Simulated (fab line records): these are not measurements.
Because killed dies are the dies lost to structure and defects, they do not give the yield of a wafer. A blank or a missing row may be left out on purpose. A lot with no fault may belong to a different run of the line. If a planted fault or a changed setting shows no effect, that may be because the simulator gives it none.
Split-lot trial / flow n5Finfet / 21 wafers read across 7 lots, on a route 1938 steps long

== ABOUT THE SPLIT ==
At N5_BEOL_M9_COAT_22 (resist thk 30 nm), the setting spinRpm was moved away from the recipe's 1500 rpm on 5 of the 21 wafers read, by -3.1% to +7.4%. For the rest of the wafers, this setting stayed at what the recipe calls for.

== FROM THE SPLIT TO THE READING: what the file shows between them, 4 steps ==
- N5_BEOL_M9_EBR_24
- N5_BEOL_M9_SOFTBAKE_23: time 60 s
- N5_BEOL_M9_EXPOSE_25: exposes mask V8
- N5_BEOL_M9_PEB_26: peb time 60 s

== THE READING ==
CAR-EUV_of_BEOL_M9_COAT_22.thkNm (the simulator's own value, which no gauge read), in nm, at N5_BEOL_M9_DEVELOP_27 (develop time 30 s). The file does not state a usual value for it. The 16 wafers here that ran the recipe average 29.5 nm, standard deviation 0.097 nm.

wafer=L083.2; tool, chamber at the split=lithoTrack-01, 0; spinRpm as run, rpm=1500; against the recipe=recipe; CAR-EUV_of_BEOL_M9_COAT_22.thkNm, nm=29.6; against lot-mates on the recipe=-
wafer=L083.5; tool, chamber at the split=lithoTrack-01, 0; spinRpm as run, rpm=1500; against the recipe=recipe; CAR-EUV_of_BEOL_M9_COAT_22.thkNm, nm=29.4; against lot-mates on the recipe=-
wafer=L083.6; tool, chamber at the split=lithoTrack-01, 0; spinRpm as run, rpm=1500; against the recipe=recipe; CAR-EUV_of_BEOL_M9_COAT_22.thkNm, nm=29.4; against lot-mates on the recipe=-
wafer=L084.2; tool, chamber at the split=lithoTrack-04, 0; spinRpm as run, rpm=1500; against the recipe=recipe; CAR-EUV_of_BEOL_M9_COAT_22.thkNm, nm=29.6; against lot-mates on the recipe=-
wafer=L084.5; tool, chamber at the split=lithoTrack-04, 0; spinRpm as run, rpm=1500; against the recipe=recipe; CAR-EUV_of_BEOL_M9_COAT_22.thkNm, nm=29.6; against lot-mates on the recipe=-
wafer=L084.4; tool, chamber at the split=lithoTrack-04, 0; spinRpm as run, rpm=1608; against the recipe=+7.2%; CAR-EUV_of_BEOL_M9_COAT_22.thkNm, nm=28.6; against lot-mates on the recipe=-1.0
wafer=L086.1; tool, chamber at the split=lithoTrack-04, 0; spinRpm as run, rpm=1500; against the recipe=recipe; CAR-EUV_of_BEOL_M9_COAT_22.thkNm, nm=29.6; against lot-mates on the recipe=-
wafer=L086.4; tool, chamber at the split=lithoTrack-04, 0; spinRpm as run, rpm=1500; against the recipe=recipe; CAR-EUV_of_BEOL_M9_COAT_22.thkNm, nm=29.6; against lot-mates on the recipe=-
wafer=L086.6; tool, chamber at the split=lithoTrack-04, 0; spinRpm as run, rpm=1500; against the recipe=recipe; CAR-EUV_of_BEOL_M9_COAT_22.thkNm, nm=29.6; against lot-mates on the recipe=-
wafer=L089.1; tool, chamber at the split=lithoTrack-01, 0; spinRpm as run, rpm=1611; against the recipe=+7.4%; CAR-EUV_of_BEOL_M9_COAT_22.thkNm, nm=28.4; against lot-mates on the recipe=-1.1
wafer=L089.4; tool, chamber at the split=lithoTrack-01, 0; spinRpm as run, rpm=1500; against the recipe=recipe; CAR-EUV_of_BEOL_M9_COAT_22.thkNm, nm=29.4; against lot-mates on the recipe=-
wafer=L089.5; tool, chamber at the split=lithoTrack-01, 0; spinRpm as run, rpm=1500; against the recipe=recipe; CAR-EUV_of_BEOL_M9_COAT_22.thkNm, nm=29.6; against lot-mates on the recipe=-
wafer=L091.1; tool, chamber at the split=lithoTrack-04, 0; spinRpm as run, rpm=1500; against the recipe=recipe; CAR-EUV_of_BEOL_M9_COAT_22.thkNm, nm=29.4; against lot-mates on the recipe=-
wafer=L091.2; tool, chamber at the split=lithoTrack-04, 0; spinRpm as run, rpm=1500; against the recipe=recipe; CAR-EUV_of_BEOL_M9_COAT_22.thkNm, nm=29.4; against lot-mates on the recipe=-
wafer=L091.3; tool, chamber at the split=lithoTrack-04, 0; spinRpm as run, rpm=1589; against the recipe=+5.9%; CAR-EUV_of_BEOL_M9_COAT_22.thkNm, nm=28.6; against lot-mates on the recipe=-0.8
wafer=L093.1; tool, chamber at the split=lithoTrack-01, 0; spinRpm as run, rpm=1454; against the recipe=-3.1%; CAR-EUV_of_BEOL_M9_COAT_22.thkNm, nm=30; against lot-mates on the recipe=+0.4
wafer=L093.6; tool, chamber at the split=lithoTrack-01, 0; spinRpm as run, rpm=1454; against the recipe=-3.1%; CAR-EUV_of_BEOL_M9_COAT_22.thkNm, nm=30; against lot-mates on the recipe=+0.4
wafer=L093.4; tool, chamber at the split=lithoTrack-01, 0; spinRpm as run, rpm=1500; against the recipe=recipe; CAR-EUV_of_BEOL_M9_COAT_22.thkNm, nm=29.6; against lot-mates on the recipe=-
wafer=L096.4; tool, chamber at the split=lithoTrack-02, 0; spinRpm as run, rpm=1500; against the recipe=recipe; CAR-EUV_of_BEOL_M9_COAT_22.thkNm, nm=29.6; against lot-mates on the recipe=-
wafer=L096.5; tool, chamber at the split=lithoTrack-02, 0; spinRpm as run, rpm=1500; against the recipe=recipe; CAR-EUV_of_BEOL_M9_COAT_22.thkNm, nm=29.6; against lot-mates on the recipe=-
wafer=L096.6; tool, chamber at the split=lithoTrack-02, 0; spinRpm as run, rpm=1500; against the recipe=recipe; CAR-EUV_of_BEOL_M9_COAT_22.thkNm, nm=29.4; against lot-mates on the recipe=-

THE FIT
A straight line over all 21 wafers: CAR-EUV_of_BEOL_M9_COAT_22.thkNm changes by -0.146 nm for each +1% of spinRpm; r = -0.97; the points scatter about the line by 0.095 nm.
The same after taking each lot's own level away (the mean of its wafers on the recipe; 21 wafers): -0.14 nm for each +1%; r = -0.99; scatter 0.065 nm.
On that fit, the largest move of spinRpm shifts the reading by 1 nm.
From 29.40 to 29.60 nm: that is the span of the lots' own levels, equal to 2.1 times the standard deviation above.
Consequently the slope shifts little with the lot-to-lot level, the two slopes agreeing.
Check: -1.01 nm against its lot-mates is what the line predicts for one of the wafers moved furthest among these (+7.4%) when that wafer is left out of the fit. Against them it came out at -1.1 nm.

== FURTHER SPLITS ON THESE WAFERS ==
These wafers also went through other splits before the reading. Each is held against what the fit with the lots' levels taken away leaves over:
other split on the same wafers=N5_BEOL_M5_COAT_05 spinRpm; wafers away from the commonest value=8; r with CAR-EUV_of_BEOL_M9_COAT_22.thkNm (lot level and that fit taken away)=+0.11
other split on the same wafers=N5_BEOL_M6_TRENCH_ETCH_37 timeS; wafers away from the commonest value=9; r with CAR-EUV_of_BEOL_M9_COAT_22.thkNm (lot level and that fit taken away)=+0.27
other split on the same wafers=N5_BEOL_M7_COAT_71 spinRpm; wafers away from the commonest value=8; r with CAR-EUV_of_BEOL_M9_COAT_22.thkNm (lot level and that fit taken away)=+0.03
other split on the same wafers=N5_BEOL_M7_EXPOSE_25 doseMj; wafers away from the commonest value=8; r with CAR-EUV_of_BEOL_M9_COAT_22.thkNm (lot level and that fit taken away)=-0.45
other split on the same wafers=N5_BEOL_M9_ETCH_62 sourceW; wafers away from the commonest value=6; r with CAR-EUV_of_BEOL_M9_COAT_22.thkNm (lot level and that fit taken away)=+0.22

== THE WHOLE CHAIN: every reading that the file lists as answering this split, in the file's order ==
step=N5_BEOL_M9_COAT_22; what it does=resist thk 30 nm; reading=CAR-EUV_of_BEOL_M9_COAT_22.thkNm (the simulator's own value, which no gauge read); change (the file's fit)=-0.131 nm for each +1% of the setting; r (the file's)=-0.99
step=N5_BEOL_M9_DEVELOP_27; what it does=develop time 30 s; reading=CAR-EUV_of_BEOL_M9_COAT_22.thkNm (the simulator's own value, which no gauge read); change (the file's fit)=-0.141 nm for each +1% of the setting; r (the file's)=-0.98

== THE FILE'S OWN FIT ==
CAR-EUV_of_BEOL_M9_COAT_22.thkNm changes by -0.141 nm for each +1% of spinRpm, r = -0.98.
